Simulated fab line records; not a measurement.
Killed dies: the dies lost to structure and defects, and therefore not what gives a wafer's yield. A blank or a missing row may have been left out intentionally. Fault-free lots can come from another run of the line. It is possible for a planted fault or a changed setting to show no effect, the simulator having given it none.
fab line records | flow nandHarc | part 2 of 2: steps 30 to 40 of 40
[record] lots = 5 wafers = 15 lastDay = 25
route steps=1159 shown P_STI@89 P_GATE@110
lots that met no fault: from a run of the same line without faults
startH: hours from the record's first day to the start of the lot's first wafer shown | waitH: hours elapsed since this lot's preceding step | " the same as in the row above | L1.1+2: one row covering several wafers at once | - no value, or no start given | * or withheld: withheld | < > ~ a bound
route shown NAME@n: NAME is a module with steps in the file, n the number in the route of the first one | usual: the fault-free wafers' mean and standard deviation | same: alike in all rows | chamber/n: place in a boat | sites: readings site by site | _std_site: standard deviation of those values | _edge_site: mean of outer sites minus mean of inner sites | radiusMm: how far each site lies from the wafer's centre | mask NAME#n: copy n | behind: tool/chamber where the wafer was last shaped | hold: the reason the lot was held/the length of the hold in hours/how it ended | device: the n, p or np transistor that did not switch | end of line: the route-end tests of the same wafers | where a step has no rows: the recipe by itself | killed: dies lost to structure and defects at the first sort, not the wafer's yield | map: dies across one wafer; x = killed, . = not, _ = none there
set.NAME: setting as actually run; set.NAME@STEP: the setting as run at that earlier step | model.NAME: the simulator's own value behind a step, which no gauge read
a table for each step, a row for each wafer; lots at some steps of the route
services: when a tool's chamber went out of use (startH, in hours from the record's first day, below 0 if earlier), for how many hours, and the reason
[[steps]]
[step NHARC_P_GATE_EXPOSE_08]
[recipe] na = 0.6 doseMj = 16.75 maskId = P_HV
// columns lot.wafer tool chamber startH waitH mask
L075.1+3+6 krfScanner-02 0 77.53 - P_HV#0
L086.3+5+6 krfScanner-02 0 152.88 - P_HV#0
L092.1+3+6 krfScanner-01 0 177.74 - P_HV#0
L096.2+3+4 krfScanner-01 0 205.26 - P_HV#0
L095.2+3+5 krfScanner-03 0 205.42 - P_HV#0
[step NHARC_P_GATE_PEB_09]
[recipe] pebTempC = 118 pebTimeS = 85
// columns lot.wafer tool chamber startH waitH
L075.1+3+6 lithoTrack-02 0 77.60 0.1
L086.3+5+6 lithoTrack-02 0 152.93 0.1
L092.1+3+6 lithoTrack-05 0 177.80 0.1
L096.2+3+4 lithoTrack-03 0 205.32 0.1
L095.2+3+5 lithoTrack-03 0 205.48 0.1
[step NHARC_P_GATE_DEVELOP_10]
[recipe] timeS = 70
// columns lot.wafer tool chamber startH waitH
L075.1+3+6 lithoTrack-02 0 - -
L086.3+5+6 lithoTrack-02 0 - -
L092.1+3+6 lithoTrack-05 0 - -
L096.2+3+4 lithoTrack-03 0 - -
L095.2+3+5 lithoTrack-03 0 - -
[step NHARC_P_GATE_CD_MEAS_11]
[recipe] targetCdNm = 1640 landingEnergyEv = 500
[usual] cdNm = 1638.5/2.4
[same] landingEnergyEv = 500
// columns lot.wafer tool chamber startH waitH cdNm
L075.1 cdSem-01 0 77.69 - 1642.2
L075.3 " 0 " " 1640.3
L075.6 " 0 " " 1641.1
L086.3 cdSem-02 0 153.03 - 1641.2
L086.5 " 0 " " 1640.3
L086.6 " 0 " " 1638.9
L092.1 cdSem-03 0 177.89 - 1637.5
L092.3 " 0 " " 1639.4
L092.6 " 0 " " 1642.3
L096.2 cdSem-02 0 205.41 - 1639.2
L096.3 " 0 " " 1637.3
L096.4 " 0 " " 1637.8
L095.2 cdSem-03 0 205.58 - 1636.2
L095.3 " 0 " " 1636.0
L095.5 " 0 " " 1632.9
[step NHARC_P_GATE_HARDBAKE_12]
[recipe] tempC = 125 timeS = 80
// columns lot.wafer tool chamber startH waitH
L075.1+3+6 lithoTrack-05 0 77.77 -
L086.3+5+6 lithoTrack-02 0 153.11 -
L092.1+3+6 lithoTrack-05 0 177.97 -
L096.2+3+4 lithoTrack-05 0 205.49 -
L095.2+3+5 lithoTrack-05 0 205.66 -
[step NHARC_P_GATE_DESCUM_13]
[recipe] timeS = 3 o2FlowSccm = 200 arFlowSccm = 0 biasPowerW = 0 chemistry = O2
[usual] drypumpMotorCurrentA = 5.8/0.31 oesProductAu = 0.996/0.012 rfVppV = 57.7/0.81 showerheadPlenumPTorr = 1.89/0.095 throttleValvePct = 11.311/0.0096
[same] biasPowerW = 0
// columns lot.wafer tool chamber startH waitH drypumpMotorCurrentA oesProductAu rfHoursCounterH rfVppV showerheadPlenumPTorr throttleValvePct
L075.1 rieDiel-06 1 77.86 - 5.8 1.000 1 58.1 1.93 11.323
L075.3 " 3 " " 6.0 1.007 2 57.8 1.79 11.311
L075.6 " 0 " " 5.4 1.000 - 57.5 1.84 11.308
L086.3 rieDiel-03 2 153.21 - 5.9 1.011 37 58.6 1.79 11.310
L086.6 " 1 " " 6.3 0.986 - 58.1 1.87 11.326
L086.5 " 2 " " 5.9 1.006 - 58.3 1.79 11.319
L092.3 rieDiel-06 2 178.06 - 5.6 0.990 21 57.4 2.02 11.317
L092.1 " 3 " " 6.0 1.009 22 56.6 1.78 11.301
L092.6 " 1 " " 5.8 0.998 - 57.6 1.92 11.305
L096.4 rieDiel-03 2 205.57 - 5.9 1.006 55 57.1 1.79 11.312
L096.3 " 3 " " 6.2 0.988 49 58.9 2.00 11.295
L096.2 " 0 " " 6.1 0.994 55 56.9 1.85 11.303
L095.2 rieDiel-13 3 205.74 - 6.0 0.992 26 57.6 1.79 11.317
L095.3 " 0 " " 5.9 0.985 30 57.0 1.91 11.333
L095.5 " 3 " " 6.1 1.014 - 56.4 1.79 11.316
[step NHARC_P_GATE_ETCH_14]
[recipe] targetDepthA = 488 chemistry = dHF material = SiO2
// columns lot.wafer tool chamber startH waitH
L075.3+1+6 wetBench-09 7,0,3 77.99 0.1
L086.6+3+5 wetBench-05 1,5,6 153.34 0.1
L092.3+6+1 wetBench-09 5,1,2 178.19 0.1
L096.3+4+2 wetBench-09 7,2,3 205.71 0.1
L095.2+5+3 wetBench-04 6,7,3 205.87 0.1
[step NHARC_P_GATE_STRIP_15]
[recipe] timeS = 780 tempC = 130 chemistry = SPM
[usual] bathGuardTempC = 130.1/0.56
// columns lot.wafer tool chamber startH waitH bathGuardTempC
L075.3 wetBench-09 7 78.03 0.0 129.5
L075.1 " 0 " " 129.1
L075.6 " 3 " " 130.9
L086.6 wetBench-05 1 153.39 0.0 130.4
L086.3 " 5 " " 129.9
L086.5 " 6 " " 130.5
L092.3 wetBench-09 5 178.23 0.0 130.5
L092.6 " 1 " " 129.9
L092.1 " 2 " " 129.6
L096.3 wetBench-09 7 205.75 0.0 129.5
L096.4 " 2 " " 129.7
L096.2 " 3 " " 130.9
L095.2 wetBench-04 6 205.91 0.0 130.8
L095.5 " 7 " " 129.2
L095.3 " 3 " " 129.7
[step NHARC_P_GATE_PRECLEAN_71]
[recipe] timeS = * tempC = 50 bathAgeMin = 0 chemistry = SC1
[usual] bathGuardTempC = 50.1/0.56 diwFlowMLMin = 1415/4
// columns lot.wafer tool chamber startH waitH bathGuardTempC diwFlowMLMin
L075.3 wetBench-09 7 - - 49.6 1413
L075.1 " 0 " " 49.5 1418
L075.6 " 3 " " 50.9 1410
L086.6 wetBench-05 1 - - 50.4 1415
L086.3 " 5 " " 50.0 1414
L086.5 " 6 " " 50.4 1413
L092.3 wetBench-09 5 - - 50.3 1418
L092.6 " 1 " " 49.8 1415
L092.1 " 2 " " 49.5 1420
L096.3 wetBench-09 7 - - 49.3 1411
L096.4 " 2 " " 49.7 1412
L096.2 " 3 " " 51.0 1417
L095.2 wetBench-04 6 - - 50.7 1417
L095.5 " 7 " " 49.7 1421
L095.3 " 3 " " 50.1 1416
[step NHARC_P_GATE_SRD_72]
// columns lot.wafer tool chamber startH waitH
L075.3+1+6 wetBench-09 7,0,3 - -
L086.6+3+5 wetBench-05 1,5,6 - -
L092.3+6+1 wetBench-09 5,1,2 - -
L096.3+4+2 wetBench-09 7,2,3 - -
L095.2+5+3 wetBench-04 6,7,3 - -
[step NHARC_P_GATE_OXIDE_16]
[recipe] targetThkA = 30 tempC = 875 oxTimeS = 392 material = SiO2
[usual] spikeTcCentreC = 875.4/1.1 spikeTcTopC = 886.9/1.6 zonePowerUpperPct = 18.2/1.1
// columns lot.wafer tool chamber startH waitH spikeTcCentreC spikeTcTopC zonePowerUpperPct
L075.1 furnace-02 0 81.15 - 874.6 885.0 18.8
L075.3 " 0 " " 876.3 886.9 19.0
L075.6 " 0 " " 873.7 886.9 18.6
L086.3 furnace-05 0 156.75 - 875.8 888.0 19.2
L086.5 " 0 " " 876.8 889.3 19.5
L086.6 " 0 " " 877.0 887.7 19.2
L092.1 furnace-04 0 181.58 - 874.8 887.8 16.8
L092.3 " 0 " " 876.0 887.0 16.7
L092.6 " 0 " " 875.5 885.8 16.5
L095.2 furnace-02 0 208.87 - 875.2 885.1 18.8
L095.3 " 0 " " 874.8 886.2 18.6
L095.5 " 0 " " 875.1 883.0 18.4
L096.2 furnace-02 0 208.87 - 875.9 886.6 18.4
L096.3 " 0 " " 876.7 886.3 18.6
L096.4 " 0 " " 874.0 885.8 18.5
[[services]]
// columns tool chamber startH hours kind
rieSi-05 3 18.94 1.5 repair
furnace-08 - 19.58 26.0 pm
rieSi-05 - 20.21 0.6 repair
furnace-02 - 23.36 1.6 repair
wetBench-05 - 24.46 8.0 pm
rieDiel-08 2 26.83 1.9 repair
rieDiel-08 1 31.27 14.8 repair
rieDiel-06 1 35.10 10.7 repair
krfScanner-02 - 38.00 4.0 pm
lithoTrack-03 - 38.00 7.0 pm
lithoTrack-05 - 62.00 7.0 pm
rieSi-05 - 62.00 9.0 pm
wetBench-06 - 93.00 1.1 repair
wetBench-07 - 96.00 8.0 pm
furnace-02 - 108.00 26.0 pm
hdpcvd-01 - 111.09 13.0 pm
wetBench-09 - 112.80 8.0 pm
wetBench-06 - 129.69 8.0 pm
rieSi-05 2 144.31 3.1 repair
wetBench-03 - 147.28 8.0 pm
wetBench-04 - 163.20 8.0 pm
rieSi-05 3 163.96 3.2 repair
lithoTrack-02 - 165.00 7.0 pm
wetBench-05 - 200.46 8.0 pm
